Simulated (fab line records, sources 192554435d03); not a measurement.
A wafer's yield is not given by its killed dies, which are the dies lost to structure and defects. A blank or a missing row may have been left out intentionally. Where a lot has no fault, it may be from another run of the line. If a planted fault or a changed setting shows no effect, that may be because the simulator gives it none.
Split-lot trial | flow n5 finfet | 39 wafers read from 7 lots, route of 1938 steps

## THE SPLIT
At N5_HKMG_FIN_ALD_91 (deposits TiN, target thk 1 nm, pulse time 1 s, purge time 3 s), the setting ald cycles was moved away from the recipe's 47 on 18 of the 39 wafers read, by -19.1% to +57.4%. All remaining wafers had this setting at the recipe value.

The split's own step is where the reading is taken.

## THE READING
TiN_of_HKMG_FIN_ALD_91.thk nm (the simulator's own value, which no gauge read), in nm, at N5_HKMG_FIN_ALD_91 (deposits TiN, target thk 1 nm, pulse time 1 s, purge time 3 s). The file does not state a usual value for it.

wafer  | tool, chamber at the split | ald cycles as run | against the recipe | TiN_of_HKMG_FIN_ALD_91.thk nm, nm | against lot-mates on the recipe
L074.1 | ald metal-02, 1,3,1        | 71                | +51.1%             | 1.4                               | +0.4
L074.3 | ald metal-02, 1,3,1        | 71                | +51.1%             | 1.4                               | +0.4
L074.6 | ald metal-02, 1,3,1        | 71                | +51.1%             | 1.4                               | +0.4
L074.2 | ald metal-02, 0,2,2        | 47                | recipe             | 1                                 | -
L074.4 | ald metal-02, 0,2,2        | 47                | recipe             | 1                                 | -
L074.5 | ald metal-02, 0,2,2        | 47                | recipe             | 1                                 | -
L081.1 | ald metal-03, 2            | 70                | +48.9%             | 1.6                               | +0.6
L081.2 | ald metal-03, 0,1,1        | 47                | recipe             | 1                                 | -
L081.4 | ald metal-03, 0,1,1        | 47                | recipe             | 1                                 | -
L081.5 | ald metal-03, 0,1,1        | 47                | recipe             | 1                                 | -
L081.3 | ald metal-03, 3,0          | 70                | +48.9%             | 1.4                               | +0.4
L081.6 | ald metal-03, 3,0          | 70                | +48.9%             | 1.4                               | +0.4
L082.1 | ald metal-02, 1,2,0        | 47                | recipe             | 1                                 | -
L082.2 | ald metal-02, 1,2,0        | 47                | recipe             | 1                                 | -
L082.6 | ald metal-02, 1,2,0        | 47                | recipe             | 1                                 | -
L082.3 | ald metal-02, 3,0,1        | 39                | -17.0%             | 0.8                               | -0.2
L082.4 | ald metal-02, 3,0,1        | 39                | -17.0%             | 0.8                               | -0.2
L082.5 | ald metal-02, 3,0,1        | 39                | -17.0%             | 0.8                               | -0.2
L085.1 | ald metal-02, 0,3,0        | 74                | +57.4%             | 1.6                               | +0.6
L085.4 | ald metal-02, 0,3,0        | 74                | +57.4%             | 1.6                               | +0.6
L085.5 | ald metal-02, 0,3,0        | 74                | +57.4%             | 1.6                               | +0.6
L085.2 | ald metal-02, 2,1,3        | 47                | recipe             | 1                                 | -
L085.3 | ald metal-02, 2,1,3        | 47                | recipe             | 1                                 | -
L085.6 | ald metal-02, 2,1,3        | 47                | recipe             | 1                                 | -
L089.1 | ald metal-01, 3,2,0        | 47                | recipe             | 1                                 | -
L089.2 | ald metal-01, 3,2,0        | 47                | recipe             | 1                                 | -
L089.4 | ald metal-01, 3,2,0        | 47                | recipe             | 1                                 | -
L089.3 | ald metal-01, 1,2,1        | 56                | +19.1%             | 1.2                               | +0.2
L089.5 | ald metal-01, 1,2,1        | 56                | +19.1%             | 1.2                               | +0.2
L089.6 | ald metal-01, 1,2,1        | 56                | +19.1%             | 1.2                               | +0.2
L092.1 | ald metal-02, 0,1,2        | 47                | recipe             | 1                                 | -
L092.2 | ald metal-02, 0,1,2        | 47                | recipe             | 1                                 | -
L092.3 | ald metal-02, 0,1,2        | 47                | recipe             | 1                                 | -
L093.1 | ald metal-02, 2,3,2        | 47                | recipe             | 1                                 | -
L093.3 | ald metal-02, 2,3,2        | 47                | recipe             | 1                                 | -
L093.5 | ald metal-02, 2,3,2        | 47                | recipe             | 1                                 | -
L093.2 | ald metal-02, 0,1,3        | 38                | -19.1%             | 0.8                               | -0.2
L093.4 | ald metal-02, 0,1,3        | 38                | -19.1%             | 0.8                               | -0.2
L093.6 | ald metal-02, 0,1,3        | 38                | -19.1%             | 0.8                               | -0.2
The file does not say which wafer passed through which chamber wherever a row lists several chambers: such a row stands for several wafers.

FIT RESULTS
A straight line over all 39 wafers: TiN_of_HKMG_FIN_ALD_91.thk nm changes by +0.00962 nm for each +1% of ald cycles; r = +0.99; the points scatter about the line by 0.041 nm.
The same after taking each lot's own level away (the mean of its wafers on the recipe; 39 wafers): +0.00962 nm for each +1%; r = +0.99; scatter 0.041 nm.
Per that fit: largest ald cycles move, reading shift of 0.55 nm.
The lots' own levels span 1.00 to 1.00 nm.
Hence the lot-to-lot level has little effect on the slope; both slopes agree.
Check: with one of the wafers moved furthest among these (+57.4%) left out of the fit, the line predicts +0.539 nm for it against its lot-mates. It came out at +0.6 nm against them.

## FILE'S OWN FIT
TiN_of_HKMG_FIN_ALD_91.thk nm changes by +0.00952 nm for each +1% of ald cycles, r = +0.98.
